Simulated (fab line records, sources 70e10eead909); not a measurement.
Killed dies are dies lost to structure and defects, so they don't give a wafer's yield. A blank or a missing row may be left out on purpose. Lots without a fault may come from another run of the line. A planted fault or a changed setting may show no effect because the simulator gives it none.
Chamber matching | flow nand_harc | NHARC_A_STAIRCASE_CMP_472 on cmp-02: 4 sister chambers
The step polishes SiO2. 7 wafers are shown with their chamber, then 9 later ones without.

WAFERS WITH THEIR CHAMBER
wafer  | chamber | motor_current_A (A) | edge_zone_pressure_frac
L079.2 | 3       | 11.2                | 1.010
L081.4 | 2       | 10.2                | 1.001
L085.1 | 3       | 11.6                | 0.999
L085.6 | 1       | 13.2                | 0.997
L084.2 | 1       | 13.1                | 0.998
L084.3 | 0       | 11.2                | 1.008
L084.6 | 0       | 11.5                | 1.002

WAFERS WITHOUT THEIR CHAMBER
wafer  | motor_current_A (A) | edge_zone_pressure_frac
L087.1 | 11.4                | 1.004
L087.4 | 12.3                | 1.007
L087.6 | 11.2                | 1.010
L089.2 | 12.0                | 1.002
L089.3 | 11.0                | 1.002
L089.5 | 13.3                | 1.003
L097.1 | 11.4                | 0.999
L097.2 | 13.3                | 0.988
L097.6 | 10.8                | 0.996

WHICH CHAMBER EACH WENT THROUGH
wafer  | from the rows above          | in truth
L087.1 | can't be placed: 3 or 0      | 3
L087.4 | can't be placed: 3 or 1 or 0 | 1
L087.6 | can't be placed: 0 or 3      | 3
L089.2 | can't be placed: 3 or 0      | 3
L089.3 | can't be placed: 0 or 3      | 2
L089.5 | 1                            | 1
L097.1 | can't be placed: 3 or 0      | 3
L097.2 | 1                            | 1
L097.6 | can't be placed: 2 or 0 or 3 | 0
Placed correctly: 2 of 9. Can't be placed from these rows: 7 (the true chamber is among the candidates in 6). Placed wrongly: 0.
How it was worked out, from the rows above alone: a wafer's distance from a chamber is the root of the sum, over the readings, of the square of ((its reading less the chamber's mean) divided by the reading's scatter). The wafer belongs to the nearest chamber; if the next one is less than 2 further off, it can't be placed. A chamber's mean is the mean of its shown wafers. The scatter: the root of (the sum of the squares of (reading less its chamber's mean) over the shown wafers, divided by (wafers less chambers)).
